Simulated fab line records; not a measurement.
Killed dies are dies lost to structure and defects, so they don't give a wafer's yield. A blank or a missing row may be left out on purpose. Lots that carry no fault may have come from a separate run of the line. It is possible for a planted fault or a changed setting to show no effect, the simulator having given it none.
Problem report, 8D (eight disciplines) form, completed by code + flow n5_finfet + the parts of the form that need people (team, actions taken, sign-off) are left out

== 1. PROBLEM STATEMENT ==
On 2 wafers of 1 lot, thk_nm at N5_SD_EPI_N_EPI_MEAS_23 has a mean of 53.8 nm; fault-free wafers read 58.9 nm, standard deviation 1. Relative to the usual mean, that is a shift of -5.1 standard deviations.
First observed at day 6 21:55: wafer L285.3, on film_metro-01. Wafers with a number at this step in the record: 32, from 11 lots. By rule, "out" or "out of limits" means more than 4 standard deviations away from the usual mean. All remaining wafers that have a number are taken as sound.

== 2. WHAT IT IS, WHAT IT ISN'T ==
| question                    | is               | is not                                                                    |
|-----------------------------|------------------|---------------------------------------------------------------------------|
| which readings at this step | thk_nm           | -                                                                         |
| which lots                  | L285             | L270, L271, L272, L274, L276, L277, L278, L283, L290, L291                |
| which wafers of those lots  | L285.3, L285.5   | L285.1                                                                    |
| read on which gauges        | film_metro-01    | film_metro-02                                                             |
| when                        | from day 6 21:55 | up to then (24 sound wafers); but 6 sound wafers of L290, L291 came after |

== 3. WHAT RULES OUT EACH SUSPECT ==
Counting: any tool at a process step up to the reading remains a suspect provided it ran every lot that is out. Sound lots after the first of them don't rule it out here, since some wafers of a struck lot are sound.
- the gauge at N5_SD_EPI_N_EPI_MEAS_23: kept. All the wafers that are out were read on film_metro-01, and no step on other tools shows them out.
- ald_sin-01 at N5_SPACER0_ALD_07 (deposits SiNx, target thk 2 nm): kept. L285, the lot that is out, went through it at day 6 17:22; up to then, the latest sound lot through it was L283 at day 6 07:01.
- rie_diel-01 at N5_SD_EPI_N_ETCH_16 (etches SiO2 in CHF3/O2, target depth 5 nm): kept. L285, the lot that is out, went through it at day 6 19:07; up to then, the latest sound lot through it was L283 at day 6 08:41.
- epi_rpcvd-03 at N5_SD_EPI_N_EPI_21 (deposits Si:P, time 690 s): kept. L285, the lot that is out, went through it at day 6 20:11; up to then, the latest sound lot through it was L278 at day 5 04:26.
- Within ald_sin-01 at N5_SPACER0_ALD_07: the wafers that are out ran in chambers 0, 1; their sound lot-mates ran in chamber 3.
Left after counting: ald_sin-01 at N5_SPACER0_ALD_07, rie_diel-01 at N5_SD_EPI_N_ETCH_16, epi_rpcvd-03 at N5_SD_EPI_N_EPI_21, film_metro-01 at N5_SD_EPI_N_EPI_MEAS_23.

== 4. THE CAUSE (what the simulator had put in) ==
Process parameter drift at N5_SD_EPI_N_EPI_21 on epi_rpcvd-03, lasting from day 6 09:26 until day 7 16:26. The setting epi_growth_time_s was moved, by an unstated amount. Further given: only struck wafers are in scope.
Counting leaves 4 suspects; this tool is one of them.

== 5. THE EFFECT CHAIN, in route order ==
Each row: a reading whose mean over the struck wafers that have a number lies more than 3 standard deviations from the usual. Only readings whose record carries a usual standard deviation are examined. hours: median over the lots of the time between each lot's start at the first step of this table that gives one and its start at this step. sigmas: the change, counted in usual standard deviations.
| hours | step                    | reading | usual   | on struck wafers | change | sigmas |
|-------|-------------------------|---------|---------|------------------|--------|--------|
| 0     | N5_SD_EPI_N_EPI_MEAS_23 | thk_nm  | 58.9 nm | 53.8             | -5.1   | -5.1   |

== 6. HOW IT WOULD HAVE BEEN CAUGHT EARLIER ==
In this record the first reading out of limits at a measuring or inspecting step was taken at day 6 21:55, 12 hours after the fault began at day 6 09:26.
Tool readings at N5_SD_EPI_N_EPI_21 with a usual standard deviation given in the record: none out on any struck wafer, hence no alarm at a limit of 4 standard deviations on them.
Lots out: 1; all had begun N5_SD_EPI_N_EPI_21 on epi_rpcvd-03 by day 6 21:55. A hold on the tool at that time would have spared none of them.
